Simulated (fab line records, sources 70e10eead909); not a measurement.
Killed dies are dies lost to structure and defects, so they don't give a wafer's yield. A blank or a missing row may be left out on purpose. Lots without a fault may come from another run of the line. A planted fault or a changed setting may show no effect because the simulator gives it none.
Chamber matching | flow nand_harc | NHARC_A_STAIRCASE_DEP_259 on pecvd-02: 3 sister chambers
The step deposits SiON, target thk 30 nm. 6 wafers are shown with their chamber, then 8 later ones without.

WAFERS WITH THEIR CHAMBER
wafer  | chamber | heater_power_w (W)
L273.5 | 1       | 666
L280.4 | 1       | 649
L283.1 | 0       | 837
L283.2 | 2       | 853
L283.6 | 0       | 860
L284.1 | 2       | 824

WAFERS WITHOUT THEIR CHAMBER
wafer  | heater_power_w (W)
L284.4 | 832
L284.5 | 675
L286.4 | 842
L286.5 | 663
L286.6 | 728
L292.1 | 638
L292.2 | 831
L292.4 | 795

WHICH CHAMBER EACH WENT THROUGH
wafer  | from the rows above     | in truth
L284.4 | can't be placed: 2 or 0 | 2
L284.5 | 1                       | 1
L286.4 | can't be placed: 2 or 0 | 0
L286.5 | 1                       | 1
L286.6 | 1                       | 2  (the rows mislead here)
L292.1 | 1                       | 1
L292.2 | can't be placed: 2 or 0 | 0
L292.4 | can't be placed: 2 or 0 | 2
Placed correctly: 3 of 8. Can't be placed from these rows: 4 (the true chamber is among the candidates in 4). Placed wrongly: 1.
How it was worked out, from the rows above alone: a wafer's distance from a chamber is the root of the sum, over the readings, of the square of ((its reading less the chamber's mean) divided by the reading's scatter). The wafer belongs to the nearest chamber; if the next one is less than 2 further off, it can't be placed. A chamber's mean is the mean of its shown wafers. The scatter: the root of (the sum of the squares of (reading less its chamber's mean) over the shown wafers, divided by (wafers less chambers)).
